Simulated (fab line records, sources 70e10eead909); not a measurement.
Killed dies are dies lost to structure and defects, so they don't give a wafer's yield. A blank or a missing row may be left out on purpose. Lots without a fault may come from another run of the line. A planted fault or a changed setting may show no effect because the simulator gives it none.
Which tool did it? | flow nand_harc | 13 lots, 37 wafers sampled, at 5 steps of a route of 1159

WHAT THE GAUGES READ, wafer by wafer
NHARC_END_SORT_01. Usual: killed_at_array 27, standard deviation 9.9; killed_at_other 0.5, standard deviation 0.76; killed_at_periphery 3.4, standard deviation 2.2; killed_dies 31, standard deviation 10; killed_open 3.3, standard deviation 2; killed_short 2.0, standard deviation 1.5.
lot  | measured     | on        | killed_at_array | killed_at_other | killed_at_periphery | killed_dies | killed_open | killed_short | flag
L734 | day 22 13:32 | prober-02 | 30 233 32       | 0 1 0           | 1 1 2               | 31 235 34   | 1 2 2       | 1 3 3        | OFF

WHICH TOOL RAN EACH LOT (tool, then ch and the chambers of the sampled wafers, then the start)
lot  | NHARC_A_STAIRCASE_TRIM_14                     | NHARC_A_STAIRCASE_ETCH_188         | NHARC_A_STAIRCASE_TRIM_189                    | NHARC_A_STAIRCASE_TRIM_198
L721 | rie_diel-11 ch 0,2,3, day 11 07:02 or earlier | rie_diel-13 ch 0,1,2, day 11 07:02 | rie_diel-13 ch 0,1,3, no start                | rie_diel-13 ch 0,1,3, no start
L722 | rie_diel-01 ch 0,1,3, day 11 12:02 or earlier | rie_diel-11 ch 0,2,3, day 11 12:02 | rie_diel-11 ch 0,1, no start                  | rie_diel-11 ch 0,3, no start
L723 | rie_diel-11 ch 1,2, day 11 12:36 or earlier   | rie_diel-13 ch 2,3, day 11 12:36   | rie_diel-13 ch 0,2, no start                  | rie_diel-13 ch 1,2, no start
L724 | rie_diel-01 ch 2,3, day 11 21:40 or earlier   | rie_diel-01 ch 0,1,2, day 11 21:40 | rie_diel-01 ch 0,3, no start                  | rie_diel-11 ch 0,2,3, no start
L728 | rie_diel-11 ch 0,1,2, day 12 22:47 or earlier | rie_diel-13 ch 1,2,3, day 12 22:47 | rie_diel-13 ch 0,2,3, no start                | rie_diel-01 ch 0,3, no start
L727 | rie_diel-11 ch 1,2, day 13 00:28 or earlier   | rie_diel-01 ch 1,2, day 13 00:28   | rie_diel-01 ch 2,3, no start                  | rie_diel-13 ch 0,1, no start
L729 | rie_diel-11 ch 0,1,3, day 13 03:35 or earlier | rie_diel-11 ch 0,1,3, day 13 03:35 | rie_diel-11 ch 0,1,2, no start                | rie_diel-13 ch 0,2,3, no start
L730 | rie_diel-01 ch 0,2,3, day 13 03:42 or earlier | rie_diel-13 ch 1,2,3, day 13 03:42 | rie_diel-13 ch 0,2,3, no start                | rie_diel-11 ch 0,2,3, no start
L733 | rie_diel-13 ch 1,3, day 14 01:21 or earlier   | rie_diel-13 ch 1,2,3, day 14 01:21 | rie_diel-13 ch 1,3, no start                  | rie_diel-11 ch 0,3, no start
L732 | rie_diel-11 ch 1,2, day 14 09:34 or earlier   | rie_diel-13 ch 0,1,3, day 14 09:34 | rie_diel-13 ch 1,2,3, no start                | rie_diel-13 ch 0,2, no start
L734 | rie_diel-13 ch 0,1,3, day 14 13:15 or earlier | rie_diel-13 ch 0,1,3, day 14 13:15 | rie_diel-13 ch 0,1,3, day 22 13:32 or earlier | rie_diel-11 ch 0,1,2, day 22 13:32 or earlier
L737 | rie_diel-13 ch 2, day 14 23:49 or earlier     | rie_diel-13 ch 1,3, day 14 23:49   | rie_diel-13 ch 0, no start                    | rie_diel-01 ch 1,3, no start
L738 | rie_diel-01 ch 1,3, day 15 10:02 or earlier   | rie_diel-13 ch 1, day 15 10:02     | rie_diel-13 ch 2,3, no start                  | rie_diel-01 ch 0,3, no start
- NHARC_A_STAIRCASE_TRIM_14: chemistry O2, time 211.2 s.
- NHARC_A_STAIRCASE_ETCH_188: etches the open film in C4F8/O2, target depth 100 nm, time 40.5 s.
- NHARC_A_STAIRCASE_TRIM_189: chemistry O2, time 211.2 s.
- NHARC_A_STAIRCASE_TRIM_198: chemistry O2, time 211.2 s.

WHAT THE TOOLS THEMSELVES READ (means of the sampled wafers that have a number; where no wafer has one, the mark that the record gives instead)
NHARC_A_STAIRCASE_TRIM_14. Usual: drypump_motor_current_A 5.7 A, standard deviation 0.38; oes_product_au 1.002 a.u., standard deviation 0.012; rf_vpp_V 57.9 V, standard deviation 0.93; showerhead_plenum_p_Torr 3.57 Torr, standard deviation 0.13; throttle_valve_pct 17.036 %, standard deviation 0.009.
lot  | tool        | drypump_motor_current_A (A) | oes_product_au (a.u.) | rf_vpp_V (V) | showerhead_plenum_p_Torr (Torr) | throttle_valve_pct (%) | flag
L721 | rie_diel-11 | 5.6                         | 1.001                 | 57.1         | 3.60                            | 17.040                 |
L722 | rie_diel-01 | 5.8                         | 1.003                 | 57.3         | 3.51                            | 17.026                 |
L723 | rie_diel-11 | 5.7                         | 0.997                 | 57.5         | 3.43                            | 17.027                 |
L724 | rie_diel-01 | 5.9                         | 1.006                 | 58.9         | 3.67                            | 17.034                 |
L728 | rie_diel-11 | 5.6                         | 0.994                 | 57.9         | 3.52                            | 17.030                 |
L727 | rie_diel-11 | 5.7                         | 0.993                 | 58.0         | 3.44                            | 17.036                 |
L729 | rie_diel-11 | 5.7                         | 0.993                 | 57.6         | 3.61                            | 17.034                 |
L730 | rie_diel-01 | 5.7                         | 1.004                 | 58.0         | 3.62                            | 17.038                 |
L733 | rie_diel-13 | 5.5                         | 1.013                 | 57.4         | 3.53                            | 17.040                 |
L732 | rie_diel-11 | 5.7                         | 0.996                 | 57.2         | 3.43                            | 17.045                 |
L734 | rie_diel-13 | 5.9                         | 1.016                 | 57.3         | 3.60                            | 17.032                 |
L737 | rie_diel-13 | 5.2                         | 1.010                 | 58.2         | 3.56                            | 17.037                 |
L738 | rie_diel-01 | 6.0                         | 0.996                 | 57.9         | 3.44                            | 17.033                 |

NHARC_A_STAIRCASE_ETCH_188. Usual: oes_product_au 0.940 a.u., standard deviation 0.016; rf_vpp_V 897 V, standard deviation 4.4.
lot  | tool        | oes_product_au (a.u.) | rf_vpp_V (V) | flag
L721 | rie_diel-13 | 0.941                 | 899          |
L722 | rie_diel-11 | 0.952                 | 899          |
L723 | rie_diel-13 | 0.942                 | 895          |
L724 | rie_diel-01 | 0.952                 | 896          |
L728 | rie_diel-13 | 0.956                 | 896          |
L727 | rie_diel-01 | 0.926                 | 894          |
L729 | rie_diel-11 | 0.922                 | 899          |
L730 | rie_diel-13 | 0.964                 | 896          |
L733 | rie_diel-13 | 0.950                 | 897          |
L732 | rie_diel-13 | 0.938                 | 899          |
L734 | rie_diel-13 | 0.896                 | 899          |
L737 | rie_diel-13 | 0.796                 | 896          | OFF
L738 | rie_diel-13 | 0.879                 | 898          | OFF

NHARC_A_STAIRCASE_TRIM_189. Usual: drypump_motor_current_A 5.7 A, standard deviation 0.43; oes_product_au 1.004 a.u., standard deviation 0.012; rf_vpp_V 58.0 V, standard deviation 0.87; showerhead_plenum_p_Torr 3.57 Torr, standard deviation 0.12; throttle_valve_pct 17.033 %, standard deviation 0.0094.
lot  | tool        | drypump_motor_current_A (A) | oes_product_au (a.u.) | rf_vpp_V (V) | showerhead_plenum_p_Torr (Torr) | throttle_valve_pct (%) | flag
L721 | rie_diel-13 | 5.9                         | 1.000                 | 58.3         | 3.61                            | 17.038                 |
L722 | rie_diel-11 | 5.7                         | 0.996                 | 57.3         | 3.54                            | 17.031                 |
L723 | rie_diel-13 | 5.7                         | 1.015                 | 57.6         | 3.65                            | 17.040                 |
L724 | rie_diel-01 | 5.6                         | 1.004                 | 57.8         | 3.59                            | 17.026                 |
L728 | rie_diel-13 | 5.8                         | 1.014                 | 58.4         | 3.60                            | 17.028                 |
L727 | rie_diel-01 | 6.0                         | 1.012                 | 58.0         | 3.62                            | 17.032                 |
L729 | rie_diel-11 | 5.6                         | 0.991                 | 57.8         | 3.52                            | 17.035                 |
L730 | rie_diel-13 | 5.8                         | 1.007                 | 58.4         | 3.59                            | 17.039                 |
L733 | rie_diel-13 | 5.5                         | 1.005                 | 58.7         | 3.53                            | 17.032                 |
L732 | rie_diel-13 | 5.4                         | 1.004                 | 57.2         | 3.53                            | 17.018                 |
L734 | rie_diel-13 | 5.9                         | 1.011                 | 58.6         | 3.60                            | 17.031                 |
L737 | rie_diel-13 | 6.7                         | 1.020                 | 58.9         | 3.76                            | 17.032                 |
L738 | rie_diel-13 | 5.3                         | 1.011                 | 58.0         | 3.50                            | 17.050                 |

NHARC_A_STAIRCASE_TRIM_198. Usual: drypump_motor_current_A 5.7 A, standard deviation 0.41; oes_product_au 1.003 a.u., standard deviation 0.013; rf_vpp_V 57.9 V, standard deviation 0.88; showerhead_plenum_p_Torr 3.56 Torr, standard deviation 0.13; throttle_valve_pct 17.037 %, standard deviation 0.0097.
lot  | tool        | drypump_motor_current_A (A) | oes_product_au (a.u.) | rf_vpp_V (V) | showerhead_plenum_p_Torr (Torr) | throttle_valve_pct (%) | flag
L721 | rie_diel-13 | 5.9                         | 1.008                 | 58.2         | 3.61                            | 17.041                 |
L722 | rie_diel-11 | 5.7                         | 0.994                 | 58.6         | 3.68                            | 17.038                 |
L723 | rie_diel-13 | 5.3                         | 1.005                 | 58.1         | 3.58                            | 17.028                 |
L724 | rie_diel-11 | 5.6                         | 1.004                 | 57.7         | 3.60                            | 17.039                 |
L728 | rie_diel-01 | 5.9                         | 1.004                 | 58.0         | 3.58                            | 17.036                 |
L727 | rie_diel-13 | 6.3                         | 1.008                 | 58.4         | 3.71                            | 17.032                 |
L729 | rie_diel-13 | 5.8                         | 1.014                 | 58.3         | 3.59                            | 17.037                 |
L730 | rie_diel-11 | 5.6                         | 0.988                 | 57.6         | 3.59                            | 17.029                 |
L733 | rie_diel-11 | 5.5                         | 0.994                 | 58.0         | 3.68                            | 17.043                 |
L732 | rie_diel-13 | 6.2                         | 1.020                 | 58.0         | 3.70                            | 17.033                 |
L734 | rie_diel-11 | 5.6                         | 1.001                 | 57.9         | 3.51                            | 17.036                 |
L737 | rie_diel-01 | 6.0                         | 0.998                 | 56.6         | 3.45                            | 17.043                 |
L738 | rie_diel-01 | 5.8                         | 0.991                 | 57.4         | 3.57                            | 17.042                 |

THE ANSWER, worked out from the rows above alone
Rule: a lot is off if the mean of its wafers that have a number lies more than 3 standard deviations from the usual mean. A lot without any number at a reading at which 4 lots or more have one is off too. The other lots that the step has rows for count as sound. The gauges are gone through in route order, then the tools' own readings, and for those a lot's mean is taken as printed above. The first step at which some lot is off is used, and at that step the reading that is off furthest; a lot without a number counts as furthest.
Off: L734, at NHARC_END_SORT_01 (killed_at_array). Neither off nor sound, because the step has no rows for them: L721, L722, L723, L724, L728, L727, L729, L730, L733, L732, L737, L738.
A tool fits if, at a process step before that reading, it ran every lot that is off, and no sound lot after the first of them. The gauges at NHARC_END_SORT_01 are tried like those tools. NHARC_A_STAIRCASE_TRIM_14 gives no start for some lots, so the hours and the order of its lots are those of NHARC_A_STAIRCASE_ETCH_188. NHARC_A_STAIRCASE_TRIM_189 gives no start for some lots, so the hours and the order of its lots are those of NHARC_END_SORT_01. NHARC_A_STAIRCASE_TRIM_198 gives no start for some lots, so the hours and the order of its lots are those of NHARC_END_SORT_01. Can't be told from this: 3 tools fit, rie_diel-13 at NHARC_A_STAIRCASE_TRIM_14 and NHARC_A_STAIRCASE_ETCH_188 and NHARC_A_STAIRCASE_TRIM_189, rie_diel-11 at NHARC_A_STAIRCASE_TRIM_198, prober-02 at NHARC_END_SORT_01.

WHAT THE SIMULATOR HAD PUT IN
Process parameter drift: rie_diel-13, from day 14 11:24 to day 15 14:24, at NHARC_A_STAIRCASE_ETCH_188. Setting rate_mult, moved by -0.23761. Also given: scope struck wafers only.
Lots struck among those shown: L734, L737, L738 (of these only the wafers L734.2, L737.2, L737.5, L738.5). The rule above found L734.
